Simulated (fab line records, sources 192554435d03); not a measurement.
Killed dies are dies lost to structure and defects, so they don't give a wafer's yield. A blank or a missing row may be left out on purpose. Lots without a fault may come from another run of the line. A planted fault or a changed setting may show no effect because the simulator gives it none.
Chamber matching | flow n5_finfet | N5_BEOL_M8_ETCH_62 on rie_diel-05: 4 sister chambers
The step etches SOC in N2/H2, target depth 110 nm, overetch 22 nm, time 165 s. 22 wafers are shown with their chamber, then 11 later ones without.

WAFERS WITH THEIR CHAMBER
wafer  | chamber | drypump_motor_current_A (A) | showerhead_plenum_p_Torr (Torr) | oes_product_au (a.u.)
L076.2 | 3       | 5.6                         | 2.73                            | 0.76
L076.4 | 2       | 6.3                         | 2.67                            | 0.67
L076.6 | 0       | 6.1                         | 2.63                            | 0.63
L077.1 | 3       | 5.6                         | 2.73                            | 0.76
L077.2 | 0       | 6.1                         | 2.63                            | 0.62
L077.6 | 3       | 5.6                         | 2.73                            | 0.75
L079.1 | 1       | 5.2                         | 2.61                            | 0.82
L079.2 | 0       | 6.1                         | 2.63                            | 0.62
L079.3 | 3       | 5.6                         | 2.73                            | 0.74
L082.1 | 2       | 6.3                         | 2.67                            | 0.67
L082.3 | 3       | 5.6                         | 2.72                            | 0.74
L082.5 | 2       | 6.3                         | 2.67                            | 0.68
L083.1 | 3       | 5.6                         | 2.72                            | 0.73
L083.2 | 2       | 6.3                         | 2.67                            | 0.67
L083.5 | 3       | 5.6                         | 2.72                            | 0.74
L086.1 | 3       | 5.6                         | 2.72                            | 0.72
L086.3 | 2       | 6.3                         | 2.66                            | 0.66
L086.5 | 3       | 5.6                         | 2.72                            | 0.72
L092.1 | 2       | 6.3                         | 2.66                            | 0.65
L092.2 | 3       | 5.6                         | 2.71                            | 0.71
L092.3 | 1       | 5.2                         | 2.60                            | 0.77
L094.2 | 2       | 6.4                         | 2.66                            | 0.65

SIGNATURES (means of the wafers above)
reading                  | chamber 0 | chamber 1 | chamber 2 | chamber 3 | scatter within a chamber
drypump_motor_current_A  | 6.100     | 5.200     | 6.314     | 5.600     | 0.0218
showerhead_plenum_p_Torr | 2.6300    | 2.6050    | 2.6657    | 2.7230    | 0.00592
oes_product_au           | 0.6233    | 0.7950    | 0.6643    | 0.7370    | 0.0162
Rule: a wafer's distance from a chamber is the root of the sum, over the readings, of the square of ((its reading less the chamber's mean) divided by the reading's scatter). The wafer belongs to the nearest chamber; if the next one is less than 2 further off, it can't be placed. The scatter: the root of (the sum of the squares of (reading less its chamber's mean) over the shown wafers, divided by (wafers less chambers)).

WAFERS WITHOUT THEIR CHAMBER
wafer  | drypump_motor_current_A (A) | showerhead_plenum_p_Torr (Torr) | oes_product_au (a.u.)
L094.3 | 5.2                         | 2.59                            | 0.76
L094.5 | 6.4                         | 2.66                            | 0.65
L095.1 | 6.3                         | 2.66                            | 0.65
L095.3 | 5.6                         | 2.71                            | 0.70
L095.6 | 5.2                         | 2.59                            | 0.76
L096.2 | 6.1                         | 2.61                            | 0.60
L096.3 | 5.2                         | 2.59                            | 0.75
L096.6 | 5.2                         | 2.59                            | 0.75
L097.1 | 5.2                         | 2.59                            | 0.75
L097.3 | 5.6                         | 2.71                            | 0.69
L097.6 | 6.3                         | 2.65                            | 0.64

WHICH CHAMBER EACH WENT THROUGH
wafer  | from the rows above | in truth
L094.3 | 1                   | 1
L094.5 | 2                   | 2
L095.1 | 2                   | 2
L095.3 | 3                   | 3
L095.6 | 1                   | 1
L096.2 | 0                   | 0
L096.3 | 1                   | 1
L096.6 | 1                   | 1
L097.1 | 1                   | 1
L097.3 | 3                   | 3
L097.6 | 2                   | 2
Placed correctly: 11 of 11. Can't be placed from these rows: 0. Placed wrongly: 0.
